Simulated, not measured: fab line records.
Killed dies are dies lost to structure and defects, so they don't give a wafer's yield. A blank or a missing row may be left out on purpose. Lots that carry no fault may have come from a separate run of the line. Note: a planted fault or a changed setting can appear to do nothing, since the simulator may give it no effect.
Split-lot study -- flow n5-finfet -- route with 1938 steps; 7 lots, 21 wafers read

## ABOUT THE SPLIT
At N5_SD_EPI_N_EPI_21 (deposits Si:P, time 690 s), the setting epi-growth-time-s was moved away from the recipe's 690 s on 6 of the 21 wafers read, by -6.4% to +7.8%. The other wafers ran this setting at the recipe's value.

## FROM THE SPLIT TO THE READING: what the file shows between them, 7 steps
- N5_SD_EPI_N_PRECLEAN_24: cleans in O3/DIW, time 60 s
- N5_SD_EPI_P_EPI_21: deposits SiGe:B, time 355 s
- N5_SD_EPI_P_HM_STRIP_48: strips SiNx in H3PO4, material SiNx, target depth 3 nm
- N5_SD_EPI_P_SRD_49: time 30 s
- N5_SD_EPI_P_PRECLEAN_24: cleans in O3/DIW, time 45 s
- N5_SD_ACTIVATION_RTA_00: time 0 s
- N5_SD_ACTIVATION_LSA_01: time 0.0008 s

## THE READING
At N5_SD_ACTIVATION_RS_MEAS_03, a four-point-probe measurement gives RS_SD_N in ohm/sq. A value of 21.82 ohm/sq with a standard deviation of 0.28 ohm/sq is what fault-free wafers of this fab line usually give.

wafer,"tool, chamber at the split","epi-growth-time-s as run, s",against the recipe,"RS_SD_N, ohm/sq",against lot-mates on the recipe
L074.1,"epi-rpcvd-03, 0",690,recipe,22.36,-
L074.4,"epi-rpcvd-03, 0",690,recipe,22.37,-
L074.5,"epi-rpcvd-03, 0",690,recipe,22.10,-
L079.3,"epi-rpcvd-01, 0",645.5,-6.4%,22.84,+0.63
L079.4,"epi-rpcvd-01, 0",690,recipe,22.21,-
L079.5,"epi-rpcvd-01, 0",645.5,-6.4%,22.89,+0.68
L080.1,"epi-rpcvd-03, 0",664.1,-3.8%,22.23,+0.23
L080.3,"epi-rpcvd-03, 0",690,recipe,22.00,-
L080.5,"epi-rpcvd-03, 0",664.1,-3.8%,22.37,+0.37
L082.2,"epi-rpcvd-02, 0",690,recipe,21.80,-
L082.4,"epi-rpcvd-02, 0",690,recipe,21.48,-
L082.6,"epi-rpcvd-02, 0",743.5,+7.8%,20.63,-1.01
L083.2,"epi-rpcvd-03, 0",690,recipe,22.08,-
L083.4,"epi-rpcvd-03, 0",690,recipe,21.58,-
L083.6,"epi-rpcvd-03, 0",690,recipe,21.65,-
L088.2,"epi-rpcvd-01, 0",690,recipe,21.52,-
L088.3,"epi-rpcvd-01, 0",690,recipe,21.69,-
L088.4,"epi-rpcvd-01, 0",690,recipe,21.59,-
L095.2,"epi-rpcvd-02, 0",740.3,+7.3%,20.82,-0.98
L095.3,"epi-rpcvd-02, 0",690,recipe,21.75,-
L095.6,"epi-rpcvd-02, 0",690,recipe,21.85,-

THE FIT
A straight line over all 21 wafers: RS_SD_N changes by -0.149 ohm/sq for each +1% of epi-growth-time-s; r = -0.89; the points scatter about the line by 0.26 ohm/sq.
The same after taking each lot's own level away (the mean of its wafers on the recipe; 21 wafers): -0.115 ohm/sq for each +1%; r = -0.95; scatter 0.13 ohm/sq.
According to that fit, moving epi-growth-time-s by its largest amount changes the reading by 0.89 ohm/sq.
The lots' own levels span 21.600 to 22.277 ohm/sq, that is 2.4 times the standard deviation above.
Thus the slope moves with the lot-to-lot level: the two fits are different.
Check: -0.883 ohm/sq against its lot-mates is what the line predicts for one of the wafers moved furthest among these (+7.8%) when that wafer is left out of the fit. It came out at -1.01 ohm/sq against them.

## ADDITIONAL SPLITS CARRIED BY THESE WAFERS
Note: prior to the reading, these wafers also went through further splits. Each is held against what the fit with the lots' levels taken away leaves over:
other split on the same wafers,wafers away from the commonest value,r with RS_SD_N (lot level and that fit taken away)
N5_DUMMY_GATE_EXPOSE_12 dose-mj,8,+0.32

## THE WHOLE CHAIN: every reading that the file lists as answering this split, in the file's order
step,what it does,reading,change (the file's fit),r (the file's)
N5_SD_EPI_N_EPI_21,"deposits Si:P, time 690 s","Si-P_of_SD_EPI_N_EPI_21.thk-nm (the simulator's own value, which no gauge read)",+0.365 nm for each +1% of the setting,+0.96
N5_SD_EPI_P_HM_STRIP_48,"strips SiNx in H3PO4, material SiNx, target depth 3 nm","Si-P_of_SD_EPI_N_EPI_21.thk-nm (the simulator's own value, which no gauge read)",+0.353 nm for each +1% of the setting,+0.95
N5_SD_ACTIVATION_RS_MEAS_03,measures by four-point-probe,RS_SD_N,-0.12 for each +1% of the setting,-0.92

## THE FILE'S OWN FIT
RS_SD_N changes by -0.12 ohm/sq for each +1% of epi-growth-time-s, r = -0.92.
